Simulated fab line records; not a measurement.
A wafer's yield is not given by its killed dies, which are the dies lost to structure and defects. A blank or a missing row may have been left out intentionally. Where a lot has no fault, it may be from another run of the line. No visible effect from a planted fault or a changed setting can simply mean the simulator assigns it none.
Matching of chambers | flow nand_harc | 4 sister chambers for NHARC_A_CHANNEL_FILL_D1_ALD_16 on ald_hk-03
The step deposits SiO2, target thk 1.5 nm, pulse time 10 s, ald cycles 15. 4 wafers are shown with their chamber, then 7 later ones without.

WAFERS WITH THEIR CHAMBER
wafer  | chamber | heater_power_w (W)
L080.3 | 3       | 421
L083.4 | 0       | 521
L089.1 | 1       | 443
L089.3 | 2       | 579

WAFERS WHOSE CHAMBER IS MISSING
wafer  | heater_power_w (W)
L089.6 | 422
L092.2 | 425
L092.3 | 596
L092.6 | 419
L096.2 | 452
L096.3 | 423
L096.5 | 430

WHICH CHAMBER EACH WENT THROUGH
wafer  | from the rows above     | in truth
L089.6 | 3                       | 3
L092.2 | can't be placed: 3 or 1 | 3
L092.3 | 2                       | 2
L092.6 | 3                       | 3
L096.2 | 1                       | 1
L096.3 | 3                       | 3
L096.5 | can't be placed: 3 or 1 | 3
Correctly placed: 5 of 7. Can't be placed from these rows: 2 (the true chamber is among the candidates in 2). 0 placed wrongly.
How it was worked out, from the rows above alone: a wafer's distance from a chamber is the root of the sum, over the readings, of the square of ((its reading less the chamber's mean) divided by the reading's scatter). If the next closest chamber is less than 2 further off than the closest, the wafer can't be placed; otherwise it belongs to the closest. The mean given for a chamber averages the wafers shown for that chamber. The scatter: root of mean squared gap, hidden wafer to nearest shown wafer, with one shown wafer a chamber.
